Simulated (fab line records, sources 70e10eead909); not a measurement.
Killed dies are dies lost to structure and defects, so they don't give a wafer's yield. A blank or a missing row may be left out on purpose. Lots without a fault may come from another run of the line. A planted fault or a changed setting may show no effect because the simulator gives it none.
Which tool did it? | flow nand_harc | 11 lots, 33 wafers sampled, at 5 steps of a route of 1302

WHAT THE GAUGES READ, wafer by wafer
NHARC_END_SORT_01.
lot  | measured     | on        | killed_dies
L209 | day 25 12:11 | prober-01 | 41 73 65
L210 | day 25 21:04 | prober-02 | 54 39 51
L211 | day 25 20:14 | prober-01 | 56 80 81
L213 | day 26 14:56 | prober-02 | 78 66 73
L214 | day 27 16:04 | prober-02 | 68 78 84
L216 | day 28 15:27 | prober-01 | 49 55 42
L217 | day 28 20:52 | prober-02 | 96 81 62
L222 | day 31 04:50 | prober-02 | 677 51 42
L225 | day 31 17:18 | prober-02 | 677 42 28
L229 | day 33 14:22 | prober-02 | 50 53 57
L230 | day 33 11:23 | prober-01 | 77 55 52

WHICH TOOL RAN EACH LOT (tool, then ch and the chambers of the sampled wafers, then the start)
lot  | NHARC_A_STAIRCASE_STRIP_205          | NHARC_A_STAIRCASE_TRIM_222                    | NHARC_A_STAIRCASE_TRIM_229         | NHARC_A_STAIRCASE_TRIM_233
L209 | plasma_asher-02 ch 0,1, day 16 19:41 | rie_diel-01 ch 0,1,2, day 16 22:10 or earlier | rie_diel-04 ch 0,1,2, day 16 22:10 | rie_diel-04 ch 1,2,3, day 25 12:11 or earlier
L210 | plasma_asher-01 ch 0,1, day 17 01:59 | rie_diel-04 ch 0,2,3, day 17 11:02 or earlier | rie_diel-04 ch 0,2,3, day 17 11:02 | rie_diel-04 ch 1,2, day 25 21:04 or earlier
L211 | plasma_asher-02 ch 0,1, day 17 14:43 | rie_diel-04 ch 1,2,3, day 17 17:21 or earlier | rie_diel-01 ch 0,2,3, day 17 17:21 | rie_diel-01 ch 0,1,3, day 25 20:14 or earlier
L213 | plasma_asher-02 ch 0,1, day 18 05:28 | rie_diel-01 ch 0,1, day 18 08:53 or earlier   | rie_diel-01 ch 1,2,3, day 18 08:53 | rie_diel-01 ch 1,2,3, day 26 14:56 or earlier
L214 | plasma_asher-02 ch 0,1, day 19 11:24 | rie_diel-04 ch 0,1,2, day 19 13:58 or earlier | rie_diel-04 ch 2,3, day 19 13:58   | rie_diel-04 ch 0,1, day 27 16:04 or earlier
L216 | plasma_asher-02 ch 0,1, day 20 03:22 | rie_diel-01 ch 0,2, day 20 05:55 or earlier   | rie_diel-01 ch 0,2,3, day 20 05:55 | rie_diel-01 ch 0,2,3, day 28 15:27 or earlier
L217 | plasma_asher-01 ch 0,1, day 20 04:20 | rie_diel-01 ch 0,1,2, day 20 07:10 or earlier | rie_diel-01 ch 0,1,3, day 20 07:10 | rie_diel-01 ch 0,2,3, day 28 20:52 or earlier
L222 | plasma_asher-02 ch 0,1, day 22 16:25 | rie_diel-01 ch 1,2, day 22 18:55 or earlier   | rie_diel-04 ch 0,2,3, day 22 18:55 | rie_diel-04 ch 0,2,3, day 31 04:50 or earlier
L225 | plasma_asher-02 ch 0,1, day 23 18:26 | rie_diel-01 ch 0,1,3, day 23 20:55 or earlier | rie_diel-04 ch 0,2, day 23 20:55   | rie_diel-04 ch 2,3, day 31 17:18 or earlier
L229 | plasma_asher-01 ch 0,1, day 25 07:46 | rie_diel-01 ch 0,2, day 25 10:11 or earlier   | rie_diel-01 ch 1,3, day 25 10:11   | rie_diel-01 ch 0,1,3, day 33 14:22 or earlier
L230 | plasma_asher-02 ch 0,1, day 25 07:54 | rie_diel-13 ch 1,3, day 25 10:39 or earlier   | rie_diel-01 ch 1,2,3, day 25 10:39 | rie_diel-01 ch 1,2, day 33 11:23 or earlier
- NHARC_A_STAIRCASE_STRIP_205: strips in O2.
- NHARC_A_STAIRCASE_TRIM_222: chemistry O2, time 211.2 s.
- NHARC_A_STAIRCASE_TRIM_229: chemistry O2, time 211.2 s.
- NHARC_A_STAIRCASE_TRIM_233: chemistry O2, time 211.2 s.

THE ANSWER, worked out from the rows above alone
Rule: what is usual is taken from the lots themselves. Put in order of their means at a reading, lots are off if they are a third of the lots or fewer, leave a main group of 4 or more, and stand apart from it by a gap of 3 or more times the standard deviation of the main group's means; of several such gaps the widest counts. A main group whose means are all the same, to the digits that the tables above print for the reading, isn't used. A lot without any number at a reading at which 4 lots or more have one is off too. The other lots that the step has rows for count as sound.
Off: L222, L225, at NHARC_END_SORT_01 (killed_dies). The main group: mean 64, standard deviation 11.
A tool fits if, at a process step before that reading, it ran every lot that is off, and no sound lot after the first of them. The gauges at NHARC_END_SORT_01 are tried like those tools. NHARC_A_STAIRCASE_TRIM_222 gives no start for some lots, so the hours and the order of its lots are those of NHARC_A_STAIRCASE_TRIM_229. NHARC_A_STAIRCASE_TRIM_233 gives no start for some lots, so the hours and the order of its lots are those of NHARC_END_SORT_01. One fits: rie_diel-04 at NHARC_A_STAIRCASE_TRIM_229 and NHARC_A_STAIRCASE_TRIM_233. At NHARC_A_STAIRCASE_TRIM_229 its last sound lot is L214 (day 19 13:58), its first lot that is off L222 (day 22 18:55): a fault that began between those two fits.

WHAT THE SIMULATOR HAD PUT IN
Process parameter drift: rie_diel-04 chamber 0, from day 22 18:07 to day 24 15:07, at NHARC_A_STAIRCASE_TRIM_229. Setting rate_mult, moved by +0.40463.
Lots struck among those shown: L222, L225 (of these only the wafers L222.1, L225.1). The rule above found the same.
